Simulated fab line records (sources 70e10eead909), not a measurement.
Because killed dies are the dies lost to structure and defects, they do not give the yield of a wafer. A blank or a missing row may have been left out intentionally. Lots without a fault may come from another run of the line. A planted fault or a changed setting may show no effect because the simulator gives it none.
Which tool did it? + flow nand harc + Sampling: 15 lots, 45 wafers, 4 of 1302 route steps

## WHAT THE GAUGES SHOWED, per wafer
Not one reading of a measure or inspect step in the record can be checked against a usual standard deviation.

## WHICH TOOL RAN EACH LOT (tool, then ch and the chambers of the sampled wafers, then the start)
| lot  | NHARC_P_ZERO_WELL_DESCUM_39        | NHARC_P_ZERO_WELL_DESCUM_54        | NHARC_P_GATE_PEB_09               | NHARC_P_GATE_DESCUM_13             |
|------|------------------------------------|------------------------------------|-----------------------------------|------------------------------------|
| L173 | rie diel-05 ch 0,1, day 3 16:29    | rie diel-05 ch 0,3, day 3 18:09    | litho track-05 ch 0, day 5 23:59  | rie diel-08 ch 0,2,3, day 6 00:15  |
| L175 | rie diel-12 ch 1,2, day 4 12:14    | rie diel-06 ch 0,2,3, day 4 13:48  | litho track-02 ch 0, day 6 19:47  | rie diel-08 ch 1,2,3, day 6 20:04  |
| L177 | rie diel-12 ch 1,3, day 5 08:19    | rie diel-12 ch 0,1,3, day 5 09:51  | litho track-05 ch 0, day 7 14:33  | rie diel-04 ch 0,1,2, day 7 14:49  |
| L178 | rie diel-06 ch 0,2,3, day 5 18:17  | rie diel-06 ch 0,2,3, day 5 19:56  | litho track-05 ch 0, day 8 03:56  | rie diel-04 ch 0,1,2, day 8 04:11  |
| L179 | rie diel-12 ch 0,2,3, day 6 04:30  | rie diel-12 ch 0,1, day 6 06:00    | litho track-05 ch 0, day 8 13:43  | rie diel-07 ch 0,1,2, day 8 13:59  |
| L180 | rie diel-12 ch 2,3, day 6 14:19    | rie diel-05 ch 0,1, day 6 15:59    | litho track-07 ch 0, day 9 02:17  | rie diel-07 ch 1,3, day 9 02:32    |
| L181 | rie diel-06 ch 1,2,3, day 7 00:29  | rie diel-05 ch 2,3, day 7 02:06    | litho track-02 ch 0, day 9 13:39  | rie diel-07 ch 1,2,3, day 9 13:55  |
| L182 | rie diel-05 ch 1,3, day 7 10:17    | rie diel-06 ch 1,2, day 7 11:56    | litho track-05 ch 0, day 9 13:49  | rie diel-04 ch 2,3, day 9 14:05    |
| L183 | rie diel-12 ch 0,3, day 7 20:24    | rie diel-06 ch 0,2,3, day 7 21:56  | litho track-05, day 10 09:52      | rie diel-08 ch 2,3, day 10 10:08   |
| L184 | rie diel-12 ch 2,3, day 8 06:41    | rie diel-12 ch 0,3, day 8 08:14    | litho track-02, day 10 09:43      | rie diel-07 ch 2,3, day 10 09:58   |
| L185 | rie diel-12 ch 0,3, day 8 16:10    | rie diel-06 ch 1,2,3, day 8 17:50  | litho track-02, day 11 01:59      | rie diel-07 ch 0,1,3, day 11 02:14 |
| L189 | rie diel-05 ch 0,1,2, day 10 10:44 | rie diel-06 ch 1,2, day 10 12:21   | litho track-07 ch 0, day 12 18:39 | rie diel-04 ch 0,3, day 12 18:54   |
| L190 | rie diel-12 ch 1,2, day 10 18:42   | rie diel-06 ch 0,3, day 10 20:25   | litho track-05 ch 0, day 13 00:34 | rie diel-08 ch 0,1,2, day 13 00:50 |
| L191 | rie diel-12 ch 0,1,2, day 11 04:01 | rie diel-06 ch 0,1,3, day 11 05:31 | litho track-02 ch 0, day 13 10:31 | rie diel-08 ch 1,2, day 13 10:46   |
| L192 | rie diel-12 ch 1,3, day 11 14:02   | rie diel-06 ch 0,3, day 11 15:34   | litho track-02 ch 0, day 13 20:26 | rie diel-04 ch 0,1, day 13 20:41   |
- NHARC_P_ZERO_WELL_DESCUM_39: chemistry O2, time 3 s.
- NHARC_P_ZERO_WELL_DESCUM_54: chemistry O2, time 3 s.
- NHARC_P_GATE_PEB_09: peb time 85 s.
- NHARC_P_GATE_DESCUM_13: chemistry O2, time 3 s.

## AS READ BY THE TOOLS THEMSELVES (means over the sampled wafers that have a number; for cases with no such wafer, the mark the record gives instead)
NHARC_P_ZERO_WELL_DESCUM_39. Usual: drypump motor current A 5.7 A, standard deviation 0.4; oes product au 1.004 a.u., standard deviation 0.01; rf vpp V 57.8 V, standard deviation 0.87; showerhead plenum p Torr 1.94 Torr, standard deviation 0.061; throttle valve pct 11.311 %, standard deviation 0.0095.
| lot  | tool        | drypump motor current A (A) | oes product au (a.u.) | rf vpp V (V) | showerhead plenum p Torr (Torr) | throttle valve pct (%) | flag |
|------|-------------|-----------------------------|-----------------------|--------------|---------------------------------|------------------------|------|
| L173 | rie diel-05 | 5.8                         | 1.010                 | 58.7         | 1.95                            | 11.309                 |      |
| L175 | rie diel-12 | 6.0                         | 1.024                 | 56.9         | 1.96                            | 11.311                 |      |
| L177 | rie diel-12 | 5.5                         | 0.993                 | 58.2         | 1.97                            | 11.317                 |      |
| L178 | rie diel-06 | 5.6                         | 1.006                 | 58.0         | 1.95                            | 11.306                 |      |
| L179 | rie diel-12 | 5.5                         | 1.000                 | 57.4         | 1.98                            | 11.322                 |      |
| L180 | rie diel-12 | 5.2                         | 0.999                 | 57.8         | 1.98                            | 11.311                 |      |
| L181 | rie diel-06 | 5.4                         | 1.002                 | 57.8         | 1.93                            | 11.308                 |      |
| L182 | rie diel-05 | 5.8                         | 1.001                 | 59.1         | 1.97                            | 11.311                 |      |
| L183 | rie diel-12 | 5.4                         | 0.992                 | 57.8         | 1.96                            | 11.321                 |      |
| L184 | rie diel-12 | 5.2                         | 0.993                 | 58.9         | 1.98                            | 11.311                 |      |
| L185 | rie diel-12 | 5.4                         | 0.990                 | 57.7         | 1.96                            | 11.312                 |      |
| L189 | rie diel-05 | 5.9                         | 1.006                 | 57.5         | 1.90                            | 11.306                 |      |
| L190 | rie diel-12 | 6.0                         | 1.015                 | 57.2         | 1.95                            | 11.304                 |      |
| L191 | rie diel-12 | 5.9                         | 1.003                 | 57.5         | 1.95                            | 11.319                 |      |
| L192 | rie diel-12 | 5.5                         | 1.000                 | 57.2         | 1.95                            | 11.319                 |      |

NHARC_P_ZERO_WELL_DESCUM_54. Usual: drypump motor current A 5.7 A, standard deviation 0.39; oes product au 1.002 a.u., standard deviation 0.01; rf vpp V 57.9 V, standard deviation 0.85; showerhead plenum p Torr 1.94 Torr, standard deviation 0.046; throttle valve pct 11.312 %, standard deviation 0.009.
| lot  | tool        | drypump motor current A (A) | oes product au (a.u.) | rf vpp V (V) | showerhead plenum p Torr (Torr) | throttle valve pct (%) | flag |
|------|-------------|-----------------------------|-----------------------|--------------|---------------------------------|------------------------|------|
| L173 | rie diel-05 | 5.6                         | 1.012                 | 58.0         | 1.90                            | 11.320                 |      |
| L175 | rie diel-06 | 5.5                         | 1.002                 | 57.8         | 1.96                            | 11.313                 |      |
| L177 | rie diel-12 | 5.8                         | 0.997                 | 58.2         | 1.95                            | 11.311                 |      |
| L178 | rie diel-06 | 5.5                         | 1.008                 | 57.7         | 1.95                            | 11.305                 |      |
| L179 | rie diel-12 | 6.2                         | 1.010                 | 57.1         | 1.94                            | 11.314                 |      |
| L180 | rie diel-05 | 6.1                         | 1.009                 | 58.3         | 2.01                            | 11.308                 |      |
| L181 | rie diel-05 | 5.6                         | 0.999                 | 57.3         | 1.82                            | 11.314                 |      |
| L182 | rie diel-06 | 5.7                         | 1.002                 | 57.1         | 1.93                            | 11.312                 |      |
| L183 | rie diel-06 | 5.5                         | 1.001                 | 58.0         | 1.95                            | 11.308                 |      |
| L184 | rie diel-12 | 5.4                         | 0.994                 | 58.8         | 1.96                            | 11.319                 |      |
| L185 | rie diel-06 | 5.5                         | 1.000                 | 58.1         | 1.93                            | 11.313                 |      |
| L189 | rie diel-06 | 5.5                         | 0.992                 | 58.1         | 1.94                            | 11.311                 |      |
| L190 | rie diel-06 | 5.8                         | 1.001                 | 58.1         | 1.93                            | 11.311                 |      |
| L191 | rie diel-06 | 5.7                         | 0.997                 | 57.1         | 1.91                            | 11.311                 |      |
| L192 | rie diel-06 | 5.8                         | 0.995                 | 57.8         | 1.93                            | 11.307                 |      |

NHARC_P_GATE_PEB_09. Usual: chill plate temp C 23.03 C, standard deviation 0.11; exhaust pa 44.8 Pa, standard deviation 0.82.
| lot  | tool           | chill plate temp C (C) | exhaust pa (Pa) | flag |
|------|----------------|------------------------|-----------------|------|
| L173 | litho track-05 | 23.08                  | 44.9            |      |
| L175 | litho track-02 | 23.12                  | 45.2            |      |
| L177 | litho track-05 | 22.96                  | 44.5            |      |
| L178 | litho track-05 | 22.95                  | 45.1            |      |
| L179 | litho track-05 | 23.11                  | 44.6            |      |
| L180 | litho track-07 | 23.04                  | 44.8            |      |
| L181 | litho track-02 | 23.11                  | 44.8            |      |
| L182 | litho track-05 | 23.00                  | 44.6            |      |
| L183 | litho track-05 | -                      | -               | OFF  |
| L184 | litho track-02 | -                      | -               | OFF  |
| L185 | litho track-02 | -                      | -               | OFF  |
| L189 | litho track-07 | 22.89                  | 44.7            |      |
| L190 | litho track-05 | 23.03                  | 44.1            |      |
| L191 | litho track-02 | 22.99                  | 45.2            |      |
| L192 | litho track-02 | 23.02                  | 44.9            |      |

NHARC_P_GATE_DESCUM_13. Usual: drypump motor current A 5.8 A, standard deviation 0.45; oes product au 1.001 a.u., standard deviation 0.015; rf vpp V 57.9 V, standard deviation 0.88; showerhead plenum p Torr 1.92 Torr, standard deviation 0.075; throttle valve pct 11.311 %, standard deviation 0.0094.
| lot  | tool        | drypump motor current A (A) | oes product au (a.u.) | rf vpp V (V) | showerhead plenum p Torr (Torr) | throttle valve pct (%) | flag |
|------|-------------|-----------------------------|-----------------------|--------------|---------------------------------|------------------------|------|
| L173 | rie diel-08 | 5.6                         | 1.004                 | 57.6         | 1.86                            | 11.316                 |      |
| L175 | rie diel-08 | 5.5                         | 1.010                 | 57.8         | 1.93                            | 11.311                 |      |
| L177 | rie diel-04 | 6.1                         | 1.005                 | 57.6         | 1.92                            | 11.317                 |      |
| L178 | rie diel-04 | 6.1                         | 1.010                 | 58.0         | 1.91                            | 11.310                 |      |
| L179 | rie diel-07 | 6.0                         | 0.995                 | 58.2         | 1.98                            | 11.324                 |      |
| L180 | rie diel-07 | 6.1                         | 1.010                 | 57.8         | 1.86                            | 11.308                 |      |
| L181 | rie diel-07 | 6.1                         | 1.003                 | 57.2         | 1.91                            | 11.309                 |      |
| L182 | rie diel-04 | 5.9                         | 1.020                 | 57.8         | 1.87                            | 11.316                 |      |
| L183 | rie diel-08 | 5.4                         | 1.007                 | 57.8         | 1.88                            | 11.309                 |      |
| L184 | rie diel-07 | 6.2                         | 0.996                 | 58.0         | 1.83                            | 11.310                 |      |
| L185 | rie diel-07 | 5.9                         | 0.993                 | 58.1         | 1.93                            | 11.310                 |      |
| L189 | rie diel-04 | 5.7                         | 0.976                 | 58.9         | 1.94                            | 11.297                 |      |
| L190 | rie diel-08 | 5.2                         | 1.009                 | 57.7         | 1.91                            | 11.309                 |      |
| L191 | rie diel-08 | 5.0                         | 1.005                 | 58.1         | 1.92                            | 11.305                 |      |
| L192 | rie diel-04 | 5.9                         | 0.969                 | 57.3         | 1.95                            | 11.310                 |      |

## THE ANSWER, worked out from the rows above alone
Rule: a lot is off if the mean of its wafers that have a number lies more than 3 standard deviations from the usual mean. A lot without any number at a reading at which 4 lots or more have one is off too. Where the step has rows for the other lots, those lots are counted as sound. The gauges are gone through in route order, then the tools' own readings, and for those a lot's mean is taken as printed above. At the first step where some lot is off, the reading lying furthest off is the one used; lots without a number count as furthest.
Off: L183, L184, L185, at NHARC_P_GATE_PEB_09 (chill plate temp C). Without a number there: L183, L184, L185.
If a tool, at that step or one of the process steps before it, ran each lot that is off and ran no sound lot following the first of them, it fits. Not one of the candidates tried fits.

## WHAT WAS PUT IN BY THE SIMULATOR
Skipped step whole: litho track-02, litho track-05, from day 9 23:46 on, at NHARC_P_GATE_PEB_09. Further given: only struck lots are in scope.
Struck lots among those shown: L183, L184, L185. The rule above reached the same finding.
